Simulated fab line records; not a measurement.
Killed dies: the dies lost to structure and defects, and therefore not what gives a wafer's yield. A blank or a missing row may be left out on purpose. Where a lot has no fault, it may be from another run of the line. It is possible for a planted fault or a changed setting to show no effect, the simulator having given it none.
A struck lot beside a sound one / flow nand_harc / 14 steps out of a route of 1159
Sound: wafers L586.3, L586.4, L586.5. Struck: wafer L604.3 (left out: L604.5, L604.6 of the same lot, which were not struck); the cause appears at the end.
Order at every step that has rows: each side's tool, ch and its chambers, its first start. Under that, the readings that differ: sound wafers / struck wafers / difference of the means / sigmas: that difference in standard deviations of wafers without a fault.
alike: words and numbers the same on both sides, and readings whose means are apart by under 2 such deviations; not compared: readings that were withheld, readings missing a value for some wafer, numbers with overlapping values and no deviation given by the record, and bounds like >300 which may hide the same value.
The two part at a step that has a row with sigmas, a row that says differs or no value, or rows on one side only. Numbers that don't overlap but have no deviation are shown without sigmas and don't part them. Lack of a reading on every wafer of one side parts them only where that side has two or more wafers.

first, 7 steps without rows for these wafers: NHARC_A_BONDPAD_COAT_33 (time 65 s); NHARC_A_BONDPAD_COAT_03 (resist thk 600 nm); NHARC_A_BONDPAD_SOFTBAKE_04 (time 70 s); NHARC_A_BONDPAD_EBR_05; NHARC_A_BONDPAD_EXPOSE_06 (exposes mask A BPAD); NHARC_A_BONDPAD_PEB_07 (peb time 80 s); NHARC_A_BONDPAD_DEVELOP_08 (time 50 s).
NHARC_A_BONDPAD_CD_MEAS_09 targets a cd of 500 nm.
  sound on cd_sem-01 ch 0, day 18 15:26; struck on cd_sem-03 ch 0, day 24 00:47
  alike: cd_nm
NHARC_A_BONDPAD_OVL_MEAS_35:
  struck on overlay-01, day 24 00:53; sound on overlay-01, day 18 15:31
reading=overlay_x_nm (nm); sound=7 7 7; struck=-5; difference=-12; sigmas=-2
  alike: overlay_y_nm
then, 1 step without rows for these wafers: NHARC_A_BONDPAD_HARDBAKE_10 (time 65 s).
NHARC_A_BONDPAD_DESCUM_11: chemistry O2, time 3 s.
  sound on rie_diel-11 ch 0,2,3, day 18 15:40; struck on rie_diel-11 ch 3, day 24 01:01
  alike: drypump_motor_current_A, oes_product_au, rf_vpp_V, showerhead_plenum_p_Torr, throttle_valve_pct
  not compared: rf_hours_counter_h
NHARC_A_BONDPAD_ETCH_34: etches the open film in N2/H2, target depth 60 nm, overetch 18 nm, time 65.91 s.
  sound on rie_diel-11 ch 0,2,3, day 18 15:50; struck on rie_diel-11 ch 0, day 24 01:06
  alike: drypump_motor_current_A, oes_product_au, rf_vpp_V, run_length_s, showerhead_plenum_p_Torr, throttle_valve_pct
  not compared: rf_hours_counter_h
NHARC_A_BONDPAD_ETCH_12: etches the open film in CHF3/O2, target depth 220 nm, time 110 s.
  sound on rie_diel-11 ch 0,1,3, day 18 15:55; struck on rie_diel-11 ch 2, day 24 01:11
reading=run_length_s (s); sound=131.9 130.7 131.1; struck=124.8; difference=-6.4; sigmas=-15
reading=throttle_valve_pct (%); sound=20.569 20.586 20.570; struck=20.546; difference=-0.029; sigmas=-3
  alike: chf3_flow_sccm, drypump_motor_current_A, oes_product_au, rf_vpp_V, showerhead_plenum_p_Torr
  not compared: rf_hours_counter_h
NHARC_A_BONDPAD_CD_MEAS_13:
  struck on cd_sem-02, day 24 01:19; sound on cd_sem-02, day 18 16:04
  alike: cd_nm

== WHERE THEY PART ==
First at NHARC_A_BONDPAD_OVL_MEAS_35; last, within this record, at NHARC_A_BONDPAD_ETCH_12. Later steps at which nothing parts them and some readings are alike: NHARC_A_BONDPAD_CD_MEAS_13.

WHY: the cause the simulator had injected
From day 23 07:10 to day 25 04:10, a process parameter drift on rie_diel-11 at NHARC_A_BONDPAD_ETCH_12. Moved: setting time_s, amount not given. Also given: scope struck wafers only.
